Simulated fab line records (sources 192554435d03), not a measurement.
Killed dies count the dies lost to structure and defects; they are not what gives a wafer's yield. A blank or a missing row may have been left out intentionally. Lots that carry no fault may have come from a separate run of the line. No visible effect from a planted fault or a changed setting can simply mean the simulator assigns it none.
Problem report, 8D (eight disciplines) form, completed by code	flow n5Finfet	the parts of the form that need people (team, actions taken, sign-off) are left out

== 1. PROBLEM STATEMENT ==
Wafers without a fault read 1500.0 rpm, standard deviation 0.87; spinSpeedRpm at N5_BEOL_M4_COAT_22 reads a mean of 1717.7 rpm on 6 wafers belonging to 2 lots. So: +99 or more standard deviations from the usual mean.
The step: resist thk 30 nm.
The first sign was on wafer L802.1 at day 14 07:13, on lithoTrack-03. The record has a number at this step for 12 wafers belonging to 4 lots. The rule behind "out" and "out of limits": a value lying over 4 standard deviations away from the usual mean. The other wafers with a number count as sound.

== 2. WHAT IT IS, WHAT IT ISN'T ==
question	is	is not
which readings at this step	spinSpeedRpm	-
which lots	L802, L803	L788, L789
which wafers of those lots	all that have a number	-
read on which tools	lithoTrack-03	lithoTrack-02
when	from day 14 07:13	up to then (3 sound wafers); but 3 sound wafers of L788 came after

== 3. THE SUSPECTS, EACH WITH WHAT RULES IT OUT ==
Counting: a tool at a process step up to the reading stays a suspect if it ran every lot that is out and no sound lot after the first of them.
- lithoTrack-03 at N5_BEOL_M4_COAT_22 (resist thk 30 nm): kept. Every lot that is out went through it, starting with L802 (day 14 07:13), and after that it ran no sound lot; the last sound lot it ran before then is L789 (day 10 19:55). Its own spinSpeedRpm readings are out on those wafers.
Left after counting: lithoTrack-03 at N5_BEOL_M4_COAT_22.

== 4. THE CAUSE (what the simulator had put in) ==
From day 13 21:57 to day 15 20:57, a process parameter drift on lithoTrack-03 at N5_BEOL_M4_COAT_22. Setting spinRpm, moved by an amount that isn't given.
The count eliminated every tool but this one.

== 5. THE CHAIN OF EFFECTS, in route order ==
Each row: a reading where the mean over the struck wafers with a number is more than 3 standard deviations away from the usual. Readings are gone through only where the record gives a usual standard deviation; hours: the median, over the lots, of the time from a lot's start at the first step in this table giving one to that lot's start at this step; sigmas: the change measured in usual standard deviations.
hours	step	reading	usual	on struck wafers	change	sigmas
0	N5_BEOL_M4_COAT_22	spinSpeedRpm	1500.0 rpm	1717.7	+217.7	+99 or more
The process steps in it:
- N5_BEOL_M4_COAT_22: resist thk 30 nm.
At these later measuring or inspecting steps, every struck wafer for which the step has a row has a number for every such reading, and none has moved that far: N5_BEOL_M4_RC_MEAS_101.

== 6. HOW IT WOULD HAVE BEEN CAUGHT EARLIER ==
In this record no reading fell out of limits until day 14 07:13, 9 hours after the fault had begun at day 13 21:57.
